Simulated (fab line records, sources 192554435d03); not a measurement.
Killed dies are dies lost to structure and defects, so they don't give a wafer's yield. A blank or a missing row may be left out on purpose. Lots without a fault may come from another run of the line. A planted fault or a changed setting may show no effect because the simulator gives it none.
One fault seen from 2 desks | flow n5_finfet | each desk has only its own numbers; what lay behind them comes last

THE METROLOGY DESK
What the gauges read, lot by lot, whatever tool the lot ran on: means of the sampled wafers that have a number. A lot is out of limits, marked OUT, if its mean lies more than 4 standard deviations from the usual mean; the brackets give that distance. Of its 10 readings 7 are shown: those that lie furthest out on some lot.
Columns: A = DIBL_P at N5_BEOL_M4_RC_MEAS_101, usual 37.0 mV/V; B = IOFF_N at N5_BEOL_M4_RC_MEAS_101, usual 0.17 nA/um; C = IOFF_P at N5_BEOL_M4_RC_MEAS_101, usual 0.22 nA/um; D = ION_N at N5_BEOL_M4_RC_MEAS_101, usual 673 uA/um; E = ION_P at N5_BEOL_M4_RC_MEAS_101, usual 462 uA/um; F = VT_N at N5_BEOL_M4_RC_MEAS_101, usual 250 mV; G = VT_P at N5_BEOL_M4_RC_MEAS_101, usual -250 mV
lot  | first seen here | A    | B    | C    | D   | E   | F   | G
L463 | day 8 22:50     | 38.8 | 0.18 | 0.22 | 679 | 460 | 248 | -251
L468 | day 9 12:34     | 36.1 | 0.15 | 0.18 | 665 | 453 | 252 | -254
L466 | day 9 19:53     | 36.1 | 0.15 | 0.22 | 669 | 465 | 251 | -248
L467 | day 9 22:57     | 35.4 | 0.12 | 0.16 | 648 | 445 | 257 | -253
L470 | day 10 08:27    | 36.5 | 0.15 | 0.21 | 672 | 466 | 250 | -248
L474 | day 10 21:02    | 37.3 | 0.17 | 0.22 | 684 | 467 | 248 | -250
L472 | day 10 21:43    | 36.3 | 0.17 | 0.26 | 674 | 474 | 247 | -243
L475 | day 11 22:43    | 36.7 | 0.16 | 0.23 | 666 | 463 | 250 | -248
L481 | day 12 23:07    | 34.7 | 0.17 | 0.21 | 682 | 467 | 250 | -248
L483 | day 13 12:42    | 33.1 | 0.14 | 0.18 | 668 | 458 | 252 | -254
L482 | day 13 13:11    | 38.1 | 0.18 | 0.22 | 684 | 466 | 247 | -251
This desk's finding: nothing out of limits on any of the 11 lots.

THE TOOL OWNER'S DESK: cvd_co-01
The tool's own readings at N5_BEOL_M0_CO_CAP_123 (material Co, precursor CCTBA/H2, target thk 2 nm, time 102.1 s): means of the sampled wafers that have a number, for each lot that ran on this tool. A lot is out of limits, marked OUT, if its mean lies more than 4 standard deviations from the usual mean; the brackets give that distance.
Columns: A = heater_power_w at N5_BEOL_M0_CO_CAP_123, usual 219 W; B = run_length_s at N5_BEOL_M0_CO_CAP_123, usual 124.9 s
lot  | first seen here | A   | B
L463 | day 6 02:58     | 203 | 124.8
L467 | day 6 21:04     | 209 | 125.5
L470 | day 7 19:50     | 218 | 125.0
L474 | day 8 16:59     | 208 | 125.2
L481 | day 10 14:16    | 207 | 99.8 (-49) OUT
L482 | day 10 16:10    | 204 | 112.4 (-25) OUT
L483 | day 10 18:56    | 210 | 99.2 (-50) OUT
This desk's finding: out of limits on L481, L482, L483; first on L481, day 10 14:16 (run_length_s at N5_BEOL_M0_CO_CAP_123). In limits: L463, L467, L470, L474.

PUT TOGETHER
The tool owner's desk could have raised an alarm at day 10 14:16, on L481, L482, L483.
The metrology desk saw nothing out of limits.
The metrology desk has L481, L482, L483 on record, within its limits.
Of the lots named, all ran N5_BEOL_M0_CO_CAP_123 on cvd_co-01.

WHAT THE SIMULATOR HAD PUT IN
Process parameter drift: cvd_co-01, from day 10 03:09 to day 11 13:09, at N5_BEOL_M0_CO_CAP_123. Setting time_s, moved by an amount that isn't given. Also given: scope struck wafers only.
Lots struck among those shown: L481, L482, L483.
Hours from the fault's start to each desk's first reading out of limits: the tool owner's desk, 11.
